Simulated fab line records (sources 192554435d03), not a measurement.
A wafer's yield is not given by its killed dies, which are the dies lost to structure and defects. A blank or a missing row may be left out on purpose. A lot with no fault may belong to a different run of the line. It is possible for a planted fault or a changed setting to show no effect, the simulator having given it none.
Which tool is to blame? || flow n5-finfet || 24 lots, 72 wafers sampled, at 4 steps of a route of 1938

WHAT THE GAUGES SHOWED, per wafer
N5_BEOL_M0_RS_MEAS_126: measurement is done with a four-point probe. Usual: M0_RS 0.530 ohm/sq, standard deviation 0.021.
{"lot": "L074", "measured": "day 6 01:26", "on": "film-metro-02", "M0_RS (ohm/sq)": "0.525 0.517 0.509", "flag": ""}
{"lot": "L075", "measured": "day 6 07:48", "on": "film-metro-01", "M0_RS (ohm/sq)": "0.538 0.563 0.529", "flag": ""}
{"lot": "L076", "measured": "day 6 11:13", "on": "film-metro-02", "M0_RS (ohm/sq)": "0.518 0.539 0.506", "flag": ""}
{"lot": "L077", "measured": "day 6 17:29", "on": "film-metro-02", "M0_RS (ohm/sq)": "0.510 0.526 0.528", "flag": ""}
{"lot": "L078", "measured": "day 6 20:52", "on": "film-metro-02", "M0_RS (ohm/sq)": "0.530 0.531 0.516", "flag": ""}
{"lot": "L079", "measured": "day 7 06:39", "on": "film-metro-02", "M0_RS (ohm/sq)": "0.526 0.534 0.521", "flag": ""}
{"lot": "L080", "measured": "day 7 10:43", "on": "film-metro-01", "M0_RS (ohm/sq)": "0.522 0.509 0.511", "flag": ""}
{"lot": "L081", "measured": "day 7 19:17", "on": "film-metro-01", "M0_RS (ohm/sq)": "0.505 0.497 0.495", "flag": ""}
{"lot": "L082", "measured": "day 7 23:07", "on": "film-metro-02", "M0_RS (ohm/sq)": "0.521 0.539 0.521", "flag": ""}
{"lot": "L083", "measured": "day 8 09:53", "on": "film-metro-02", "M0_RS (ohm/sq)": "0.523 0.525 0.537", "flag": ""}
{"lot": "L084", "measured": "day 8 15:13", "on": "film-metro-01", "M0_RS (ohm/sq)": "0.550 0.531 0.548", "flag": ""}
{"lot": "L085", "measured": "day 8 17:44", "on": "film-metro-01", "M0_RS (ohm/sq)": "0.505 0.513 0.522", "flag": ""}
{"lot": "L086", "measured": "day 8 23:16", "on": "film-metro-01", "M0_RS (ohm/sq)": "0.545 0.535 0.498", "flag": ""}
{"lot": "L087", "measured": "day 9 05:26", "on": "film-metro-02", "M0_RS (ohm/sq)": "0.526 0.512 0.522", "flag": ""}
{"lot": "L088", "measured": "day 9 18:34", "on": "film-metro-02", "M0_RS (ohm/sq)": "0.521 0.522 0.517", "flag": ""}
{"lot": "L090", "measured": "day 9 22:56", "on": "film-metro-02", "M0_RS (ohm/sq)": "0.515 0.533 0.528", "flag": ""}
{"lot": "L089", "measured": "day 10 01:09", "on": "film-metro-01", "M0_RS (ohm/sq)": "0.503 0.497 0.518", "flag": ""}
{"lot": "L092", "measured": "day 10 14:17", "on": "film-metro-01", "M0_RS (ohm/sq)": "0.526 0.522 0.520", "flag": ""}
{"lot": "L091", "measured": "day 10 17:47", "on": "film-metro-02", "M0_RS (ohm/sq)": "0.545 0.544 0.552", "flag": ""}
{"lot": "L093", "measured": "day 10 18:29", "on": "film-metro-01", "M0_RS (ohm/sq)": "0.531 0.545 0.532", "flag": ""}
{"lot": "L094", "measured": "day 10 21:56", "on": "film-metro-01", "M0_RS (ohm/sq)": "0.563 0.538 0.532", "flag": ""}
{"lot": "L095", "measured": "day 11 07:50", "on": "film-metro-02", "M0_RS (ohm/sq)": "0.549 0.522 0.505", "flag": ""}
{"lot": "L096", "measured": "day 11 15:05", "on": "film-metro-02", "M0_RS (ohm/sq)": "0.531 0.529 0.526", "flag": ""}
{"lot": "L097", "measured": "day 11 19:17", "on": "film-metro-02", "M0_RS (ohm/sq)": "0.546 0.562 0.558", "flag": ""}

N5_BEOL_M1_CD_MEAS_28: target cd y 23.3 nm. Usual: cd-nm at 24.0 nm, with a standard deviation of 0.34.
{"lot": "L074", "measured": "day 6 04:41", "on": "cd-sem-01", "cd-nm (nm)": "24.4 24.5 24.2", "flag": ""}
{"lot": "L075", "measured": "day 6 11:21", "on": "cd-sem-01", "cd-nm (nm)": "23.6 23.5 23.7", "flag": ""}
{"lot": "L076", "measured": "day 6 15:16", "on": "cd-sem-02", "cd-nm (nm)": "24.3 24.4 24.0", "flag": ""}
{"lot": "L077", "measured": "day 6 19:58", "on": "cd-sem-03", "cd-nm (nm)": "23.7 24.0 24.0", "flag": ""}
{"lot": "L078", "measured": "day 6 23:56", "on": "cd-sem-02", "cd-nm (nm)": "24.1 23.6 24.2", "flag": ""}
{"lot": "L079", "measured": "day 7 08:58", "on": "cd-sem-03", "cd-nm (nm)": "24.0 23.8 23.9", "flag": ""}
{"lot": "L080", "measured": "day 7 13:10", "on": "cd-sem-03", "cd-nm (nm)": "23.7 24.2 24.0", "flag": ""}
{"lot": "L081", "measured": "day 7 21:46", "on": "cd-sem-01", "cd-nm (nm)": "24.4 24.2 24.3", "flag": ""}
{"lot": "L082", "measured": "day 8 02:17", "on": "cd-sem-03", "cd-nm (nm)": "24.6 24.4 24.2", "flag": ""}
{"lot": "L083", "measured": "day 8 11:58", "on": "cd-sem-03", "cd-nm (nm)": "24.0 24.0 23.7", "flag": ""}
{"lot": "L084", "measured": "day 8 16:56", "on": "cd-sem-02", "cd-nm (nm)": "23.8 23.5 23.9", "flag": ""}
{"lot": "L085", "measured": "day 8 20:22", "on": "cd-sem-01", "cd-nm (nm)": "23.8 23.4 23.8", "flag": ""}
{"lot": "L086", "measured": "day 9 03:15", "on": "cd-sem-02", "cd-nm (nm)": "23.7 24.3 24.1", "flag": ""}
{"lot": "L087", "measured": "day 9 09:08", "on": "cd-sem-03", "cd-nm (nm)": "24.0 23.8 24.3", "flag": ""}
{"lot": "L088", "measured": "day 9 21:52", "on": "cd-sem-02", "cd-nm (nm)": "23.9 23.0 23.3", "flag": ""}
{"lot": "L090", "measured": "day 10 02:28", "on": "cd-sem-02", "cd-nm (nm)": "24.4 24.3 23.8", "flag": ""}
{"lot": "L089", "measured": "day 10 04:35", "on": "cd-sem-02", "cd-nm (nm)": "23.6 24.1 24.4", "flag": ""}
{"lot": "L092", "measured": "day 10 16:04", "on": "cd-sem-03", "cd-nm (nm)": "24.1 24.3 24.4", "flag": ""}
{"lot": "L091", "measured": "day 10 19:45", "on": "cd-sem-02", "cd-nm (nm)": "24.4 24.0 24.3", "flag": ""}
{"lot": "L093", "measured": "day 10 23:14", "on": "cd-sem-03", "cd-nm (nm)": "23.5 23.6 23.6", "flag": ""}
{"lot": "L094", "measured": "day 10 23:47", "on": "cd-sem-02", "cd-nm (nm)": "23.7 24.1 24.0", "flag": ""}
{"lot": "L095", "measured": "day 11 10:27", "on": "cd-sem-03", "cd-nm (nm)": "24.3 23.8 23.8", "flag": ""}
{"lot": "L096", "measured": "day 11 17:03", "on": "cd-sem-02", "cd-nm (nm)": "24.1 23.7 23.8", "flag": ""}
{"lot": "L097", "measured": "day 11 22:56", "on": "cd-sem-02", "cd-nm (nm)": "23.6 24.3 23.9", "flag": ""}

WHICH TOOL RAN EACH LOT (tool, then ch and the chambers of the sampled wafers, then the start)
{"lot": "L074", "N5_BEOL_M0_SPUTTER_134": "pvd-sputter-02, day 6 00:13", "N5_BEOL_M0_PRE_CLEAN_131": "cvd-co-02 ch 0,2, day 6 01:09"}
{"lot": "L075", "N5_BEOL_M0_SPUTTER_134": "pvd-sputter-02, day 6 06:36", "N5_BEOL_M0_PRE_CLEAN_131": "cvd-co-01 ch 0,1,2, day 6 07:35"}
{"lot": "L076", "N5_BEOL_M0_SPUTTER_134": "pvd-sputter-03, day 6 09:42", "N5_BEOL_M0_PRE_CLEAN_131": "cvd-co-01 ch 0,1, day 6 10:59"}
{"lot": "L077", "N5_BEOL_M0_SPUTTER_134": "pvd-sputter-01, day 6 16:07", "N5_BEOL_M0_PRE_CLEAN_131": "cvd-co-01 ch 0,2, day 6 17:16"}
{"lot": "L078", "N5_BEOL_M0_SPUTTER_134": "pvd-sputter-02, day 6 19:41", "N5_BEOL_M0_PRE_CLEAN_131": "cvd-co-01 ch 0,1,2, day 6 20:39"}
{"lot": "L079", "N5_BEOL_M0_SPUTTER_134": "pvd-sputter-02, day 7 05:29", "N5_BEOL_M0_PRE_CLEAN_131": "cvd-co-01 ch 0,2, day 7 06:26"}
{"lot": "L080", "N5_BEOL_M0_SPUTTER_134": "pvd-sputter-01, day 7 09:06", "N5_BEOL_M0_PRE_CLEAN_131": "cvd-co-01 ch 0,2, day 7 10:29"}
{"lot": "L081", "N5_BEOL_M0_SPUTTER_134": "pvd-sputter-01, day 7 18:05", "N5_BEOL_M0_PRE_CLEAN_131": "cvd-co-01 ch 0,1, day 7 19:02"}
{"lot": "L082", "N5_BEOL_M0_SPUTTER_134": "pvd-sputter-03, day 7 21:50", "N5_BEOL_M0_PRE_CLEAN_131": "cvd-co-01 ch 0,1,2, day 7 22:53"}
{"lot": "L083", "N5_BEOL_M0_SPUTTER_134": "pvd-sputter-02, day 8 08:43", "N5_BEOL_M0_PRE_CLEAN_131": "cvd-co-01 ch 0,1,2, day 8 09:40"}
{"lot": "L084", "N5_BEOL_M0_SPUTTER_134": "pvd-sputter-03, day 8 14:00", "N5_BEOL_M0_PRE_CLEAN_131": "cvd-co-02 ch 1,2, day 8 14:56"}
{"lot": "L085", "N5_BEOL_M0_SPUTTER_134": "pvd-sputter-02, day 8 16:11", "N5_BEOL_M0_PRE_CLEAN_131": "cvd-co-02 ch 1,2, day 8 17:29"}
{"lot": "L086", "N5_BEOL_M0_SPUTTER_134": "pvd-sputter-02, day 8 22:05", "N5_BEOL_M0_PRE_CLEAN_131": "cvd-co-01 ch 0,1, day 8 23:02"}
{"lot": "L087", "N5_BEOL_M0_SPUTTER_134": "pvd-sputter-01, day 9 04:07", "N5_BEOL_M0_PRE_CLEAN_131": "cvd-co-02 ch 0,1,2, day 9 05:11"}
{"lot": "L088", "N5_BEOL_M0_SPUTTER_134": "pvd-sputter-03, day 9 17:24", "N5_BEOL_M0_PRE_CLEAN_131": "cvd-co-01 ch 0,1,2, day 9 18:20"}
{"lot": "L090", "N5_BEOL_M0_SPUTTER_134": "pvd-sputter-02, day 9 21:44", "N5_BEOL_M0_PRE_CLEAN_131": "cvd-co-01 ch 0,2, day 9 22:41"}
{"lot": "L089", "N5_BEOL_M0_SPUTTER_134": "pvd-sputter-03, day 9 22:54", "N5_BEOL_M0_PRE_CLEAN_131": "cvd-co-02 ch 1,2, day 10 00:47"}
{"lot": "L092", "N5_BEOL_M0_SPUTTER_134": "pvd-sputter-01, day 10 13:02", "N5_BEOL_M0_PRE_CLEAN_131": "cvd-co-02 ch 0,1,2, day 10 14:02"}
{"lot": "L091", "N5_BEOL_M0_SPUTTER_134": "pvd-sputter-03, day 10 15:41", "N5_BEOL_M0_PRE_CLEAN_131": "cvd-co-01 ch 0,1,2, day 10 17:34"}
{"lot": "L093", "N5_BEOL_M0_SPUTTER_134": "pvd-sputter-02, day 10 17:20", "N5_BEOL_M0_PRE_CLEAN_131": "cvd-co-02 ch 1,2, day 10 18:16"}
{"lot": "L094", "N5_BEOL_M0_SPUTTER_134": "pvd-sputter-02, day 10 20:43", "N5_BEOL_M0_PRE_CLEAN_131": "cvd-co-01 ch 0,2, day 10 21:43"}
{"lot": "L095", "N5_BEOL_M0_SPUTTER_134": "pvd-sputter-02, day 11 06:40", "N5_BEOL_M0_PRE_CLEAN_131": "cvd-co-02 ch 0,1,2, day 11 07:36"}
{"lot": "L096", "N5_BEOL_M0_SPUTTER_134": "pvd-sputter-02, day 11 13:53", "N5_BEOL_M0_PRE_CLEAN_131": "cvd-co-02 ch 0,2, day 11 14:49"}
{"lot": "L097", "N5_BEOL_M0_SPUTTER_134": "pvd-sputter-03, day 11 17:48", "N5_BEOL_M0_PRE_CLEAN_131": "cvd-co-01 ch 1,2, day 11 19:04"}
- N5_BEOL_M0_SPUTTER_134: material Cu, target thk 4 nm, time 7.37 s.
- N5_BEOL_M0_PRE_CLEAN_131: time 15 s.

AS READ BY THE TOOLS THEMSELVES (means over the sampled wafers that have a number; for cases with no such wafer, the mark the record gives instead)
N5_BEOL_M0_SPUTTER_134. Usual: chuck-gas-flow-sccm 1.26 sccm, standard deviation 0.06; throttle-valve-pct 29.9 %, standard deviation 0.89.
{"lot": "L074", "tool": "pvd-sputter-02", "chuck-gas-flow-sccm (sccm)": 1.28, "throttle-valve-pct (%)": 30.0, "flag": ""}
{"lot": "L075", "tool": "pvd-sputter-02", "chuck-gas-flow-sccm (sccm)": 1.27, "throttle-valve-pct (%)": 29.1, "flag": ""}
{"lot": "L076", "tool": "pvd-sputter-03", "chuck-gas-flow-sccm (sccm)": 1.27, "throttle-valve-pct (%)": 30.1, "flag": ""}
{"lot": "L077", "tool": "pvd-sputter-01", "chuck-gas-flow-sccm (sccm)": 1.31, "throttle-valve-pct (%)": 30.1, "flag": ""}
{"lot": "L078", "tool": "pvd-sputter-02", "chuck-gas-flow-sccm (sccm)": 1.34, "throttle-valve-pct (%)": 29.4, "flag": ""}
{"lot": "L079", "tool": "pvd-sputter-02", "chuck-gas-flow-sccm (sccm)": 1.27, "throttle-valve-pct (%)": 28.8, "flag": ""}
{"lot": "L080", "tool": "pvd-sputter-01", "chuck-gas-flow-sccm (sccm)": 1.27, "throttle-valve-pct (%)": 29.9, "flag": ""}
{"lot": "L081", "tool": "pvd-sputter-01", "chuck-gas-flow-sccm (sccm)": 1.23, "throttle-valve-pct (%)": 30.2, "flag": ""}
{"lot": "L082", "tool": "pvd-sputter-03", "chuck-gas-flow-sccm (sccm)": 1.25, "throttle-valve-pct (%)": 30.1, "flag": ""}
{"lot": "L083", "tool": "pvd-sputter-02", "chuck-gas-flow-sccm (sccm)": 1.26, "throttle-valve-pct (%)": 30.0, "flag": ""}
{"lot": "L084", "tool": "pvd-sputter-03", "chuck-gas-flow-sccm (sccm)": 1.27, "throttle-valve-pct (%)": 30.3, "flag": ""}
{"lot": "L085", "tool": "pvd-sputter-02", "chuck-gas-flow-sccm (sccm)": 1.25, "throttle-valve-pct (%)": 29.5, "flag": ""}
{"lot": "L086", "tool": "pvd-sputter-02", "chuck-gas-flow-sccm (sccm)": 1.24, "throttle-valve-pct (%)": 30.4, "flag": ""}
{"lot": "L087", "tool": "pvd-sputter-01", "chuck-gas-flow-sccm (sccm)": 1.23, "throttle-valve-pct (%)": 29.7, "flag": ""}
{"lot": "L088", "tool": "pvd-sputter-03", "chuck-gas-flow-sccm (sccm)": 1.27, "throttle-valve-pct (%)": 30.3, "flag": ""}
{"lot": "L090", "tool": "pvd-sputter-02", "chuck-gas-flow-sccm (sccm)": 1.30, "throttle-valve-pct (%)": 30.0, "flag": ""}
{"lot": "L089", "tool": "pvd-sputter-03", "chuck-gas-flow-sccm (sccm)": 1.25, "throttle-valve-pct (%)": 30.0, "flag": ""}
{"lot": "L092", "tool": "pvd-sputter-01", "chuck-gas-flow-sccm (sccm)": 1.24, "throttle-valve-pct (%)": 29.3, "flag": ""}
{"lot": "L091", "tool": "pvd-sputter-03", "chuck-gas-flow-sccm (sccm)": 1.25, "throttle-valve-pct (%)": 30.3, "flag": ""}
{"lot": "L093", "tool": "pvd-sputter-02", "chuck-gas-flow-sccm (sccm)": 1.31, "throttle-valve-pct (%)": 29.6, "flag": ""}
{"lot": "L094", "tool": "pvd-sputter-02", "chuck-gas-flow-sccm (sccm)": 1.15, "throttle-valve-pct (%)": 30.5, "flag": ""}
{"lot": "L095", "tool": "pvd-sputter-02", "chuck-gas-flow-sccm (sccm)": 1.29, "throttle-valve-pct (%)": 29.3, "flag": ""}
{"lot": "L096", "tool": "pvd-sputter-02", "chuck-gas-flow-sccm (sccm)": 1.25, "throttle-valve-pct (%)": 29.0, "flag": ""}
{"lot": "L097", "tool": "pvd-sputter-03", "chuck-gas-flow-sccm (sccm)": 1.22, "throttle-valve-pct (%)": 30.0, "flag": ""}

N5_BEOL_M0_PRE_CLEAN_131. Usual: heater-power-w at 83 W, with a standard deviation of 6.1.
{"lot": "L074", "tool": "cvd-co-02", "heater-power-w (W)": 88, "flag": ""}
{"lot": "L075", "tool": "cvd-co-01", "heater-power-w (W)": 82, "flag": ""}
{"lot": "L076", "tool": "cvd-co-01", "heater-power-w (W)": 87, "flag": ""}
{"lot": "L077", "tool": "cvd-co-01", "heater-power-w (W)": 79, "flag": ""}
{"lot": "L078", "tool": "cvd-co-01", "heater-power-w (W)": 82, "flag": ""}
{"lot": "L079", "tool": "cvd-co-01", "heater-power-w (W)": 78, "flag": ""}
{"lot": "L080", "tool": "cvd-co-01", "heater-power-w (W)": 77, "flag": ""}
{"lot": "L081", "tool": "cvd-co-01", "heater-power-w (W)": 84, "flag": ""}
{"lot": "L082", "tool": "cvd-co-01", "heater-power-w (W)": 82, "flag": ""}
{"lot": "L083", "tool": "cvd-co-01", "heater-power-w (W)": 81, "flag": ""}
{"lot": "L084", "tool": "cvd-co-02", "heater-power-w (W)": 86, "flag": ""}
{"lot": "L085", "tool": "cvd-co-02", "heater-power-w (W)": 81, "flag": ""}
{"lot": "L086", "tool": "cvd-co-01", "heater-power-w (W)": 84, "flag": ""}
{"lot": "L087", "tool": "cvd-co-02", "heater-power-w (W)": 85, "flag": ""}
{"lot": "L088", "tool": "cvd-co-01", "heater-power-w (W)": 82, "flag": ""}
{"lot": "L090", "tool": "cvd-co-01", "heater-power-w (W)": 78, "flag": ""}
{"lot": "L089", "tool": "cvd-co-02", "heater-power-w (W)": 85, "flag": ""}
{"lot": "L092", "tool": "cvd-co-02", "heater-power-w (W)": 85, "flag": ""}
{"lot": "L091", "tool": "cvd-co-01", "heater-power-w (W)": 83, "flag": ""}
{"lot": "L093", "tool": "cvd-co-02", "heater-power-w (W)": 81, "flag": ""}
{"lot": "L094", "tool": "cvd-co-01", "heater-power-w (W)": 80, "flag": ""}
{"lot": "L095", "tool": "cvd-co-02", "heater-power-w (W)": 85, "flag": ""}
{"lot": "L096", "tool": "cvd-co-02", "heater-power-w (W)": 89, "flag": ""}
{"lot": "L097", "tool": "cvd-co-01", "heater-power-w (W)": 81, "flag": ""}

THE ANSWER, worked out from the rows above alone
Rule: lot off if the mean of its wafers having a number is beyond 3 standard deviations from the usual mean. Also off: a lot with no number at a reading for which 4 or more lots have one. Where the step has rows for the other lots, those lots are counted as sound. Order of review: gauges by route order, followed by the tools' own readings, for which a lot's mean as printed above is used. The first step at which some lot is off is used, and at that step the reading that is off furthest; a lot without a number counts as furthest.
Nothing can be told from this: no lot is off at any reading shown.

WHAT THE SIMULATOR HAD INSERTED
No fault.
